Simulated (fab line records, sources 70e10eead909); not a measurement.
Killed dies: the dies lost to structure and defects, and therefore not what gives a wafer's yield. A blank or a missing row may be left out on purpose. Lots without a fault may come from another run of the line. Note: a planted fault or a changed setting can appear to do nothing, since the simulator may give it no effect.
Chamber matching + flow nandHarc + NHARC_A_M1_CMP_23 on cmp-01 has 4 sister chambers
The step polishes, t overpolish 20 s, target thk 154.34 nm. 14 wafers are shown with their chamber, then 7 later ones without.

WAFERS WITH THEIR CHAMBER
| wafer  | chamber | motorCurrentA (A) | timeToEndpointS (s) |
|--------|---------|-------------------|---------------------|
| L566.1 | 0       | 12.6              | 36                  |
| L566.4 | 1       | 11.2              | 35                  |
| L566.6 | 3       | 11.1              | 33                  |
| L568.4 | 2       | 12.6              | 33                  |
| L568.5 | 2       | 12.7              | 32                  |
| L568.6 | 3       | 11.7              | 31                  |
| L572.1 | 1       | 10.2              | 30                  |
| L572.2 | 3       | 11.4              | 27                  |
| L572.5 | 2       | 13.0              | 32                  |
| L581.1 | 0       | 13.2              | 29                  |
| L581.2 | 3       | 10.6              | 26                  |
| L581.5 | 3       | 11.1              | 27                  |
| L580.2 | 2       | 12.1              | 28                  |
| L580.3 | 3       | 11.5              | 25                  |

SIGNATURES (means of the wafers above)
| reading         | chamber 0 | chamber 1 | chamber 2 | chamber 3 | scatter within a chamber |
|-----------------|-----------|-----------|-----------|-----------|--------------------------|
| motorCurrentA   | 12.900    | 10.700    | 12.600    | 11.233    | 0.431                    |
| timeToEndpointS | 32.50     | 32.50     | 31.25     | 28.17     | 3.17                     |
Rule: a wafer's distance from a chamber is the root of the sum, over the readings, of the square of ((its reading less the chamber's mean) divided by the reading's scatter). The wafer belongs to the nearest chamber; if the next one is less than 2 further off, it can't be placed. The scatter: take each reading less its chamber's mean, square it, sum over the shown wafers, divide by the number of wafers less the number of chambers, and take the root.

WAFERS MISSING THEIR CHAMBER
| wafer  | motorCurrentA (A) | timeToEndpointS (s) |
|--------|-------------------|---------------------|
| L580.5 | 10.3              | 29                  |
| L583.4 | 10.6              | 34                  |
| L583.5 | 12.5              | 32                  |
| L583.6 | 10.8              | 34                  |
| L585.1 | 10.9              | 33                  |
| L585.4 | 12.9              | 32                  |
| L585.6 | 11.2              | 32                  |

CHAMBER TAKEN BY EACH
| wafer  | from the rows above     | in truth |
|--------|-------------------------|----------|
| L580.5 | can't be placed: 1 or 3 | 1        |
| L583.4 | can't be placed: 1 or 3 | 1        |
| L583.5 | can't be placed: 2 or 0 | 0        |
| L583.6 | can't be placed: 1 or 3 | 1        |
| L585.1 | can't be placed: 1 or 3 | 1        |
| L585.4 | can't be placed: 0 or 2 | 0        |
| L585.6 | can't be placed: 1 or 3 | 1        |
Placed correctly: 0 of 7. Not placeable from these rows: 7 (in 7, the candidates include the true chamber). Wrongly placed: 0.
